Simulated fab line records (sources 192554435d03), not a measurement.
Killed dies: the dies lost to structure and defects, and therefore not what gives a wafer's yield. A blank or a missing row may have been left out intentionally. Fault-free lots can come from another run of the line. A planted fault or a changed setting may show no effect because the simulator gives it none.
Matching of chambers -- flow n5-finfet -- rie-diel-04 running N5_BEOL_M2_VIA_ETCH_34: 4 sister chambers
The step etches the open film in C4F6/O2, target depth 69.4 nm, time 65.9 s. 16 wafers are shown with their chamber, then 8 later ones without.

## WAFERS WITH THEIR CHAMBER
wafer,chamber,drypump-motor-current-A (A),throttle-valve-pct (%),showerhead-plenum-p-Torr (Torr)
L077.2,3,5.5,30.74,2.91
L077.5,3,5.5,30.75,2.91
L077.6,2,5.6,31.15,2.84
L081.2,3,5.5,30.76,2.91
L081.5,2,5.6,31.17,2.84
L081.6,0,6.2,30.58,2.91
L082.2,0,6.2,30.57,2.91
L082.3,2,5.6,31.15,2.84
L082.5,0,6.2,30.59,2.91
L087.1,2,5.6,31.18,2.83
L087.4,0,6.2,30.58,2.90
L087.6,1,6.2,30.58,2.79
L090.2,3,5.5,30.79,2.90
L090.3,1,6.2,30.60,2.78
L090.6,3,5.5,30.80,2.90
L092.1,2,5.5,31.18,2.82

SIGNATURES (averages over the wafers above)
reading,chamber 0,chamber 1,chamber 2,chamber 3,scatter within a chamber
drypump-motor-current-A,6.200,6.200,5.580,5.500,0.0258
throttle-valve-pct,30.5800,30.5900,31.1660,30.7680,0.0183
showerhead-plenum-p-Torr,2.9075,2.7850,2.8340,2.9060,0.00686
Rule: for a wafer and a chamber, the distance is found by dividing, reading by reading, the gap between the wafer's reading and the chamber's mean by the reading's scatter, squaring, summing and taking the root. The wafer belongs to the nearest chamber; if the next one is less than 2 further off, it can't be placed. The scatter: the root of (the sum of the squares of (reading less its chamber's mean) over the shown wafers, divided by (wafers less chambers)).

## WAFERS WHOSE CHAMBER IS MISSING
wafer,drypump-motor-current-A (A),throttle-valve-pct (%),showerhead-plenum-p-Torr (Torr)
L092.2,6.2,30.58,2.78
L092.6,6.2,30.58,2.78
L091.1,5.5,30.82,2.89
L091.3,6.3,30.61,2.78
L091.6,6.2,30.62,2.89
L095.4,6.2,30.62,2.89
L095.5,6.2,30.60,2.78
L095.6,5.5,31.19,2.82

## THE CHAMBER EACH PASSED THROUGH
wafer,from the rows above,in truth
L092.2,1,1
L092.6,1,1
L091.1,3,3
L091.3,1,1
L091.6,0,0
L095.4,0,0
L095.5,1,1
L095.6,2,2
Placed correctly: 8 of 8. Left unplaced by these rows: 0. Wrongly placed: 0.
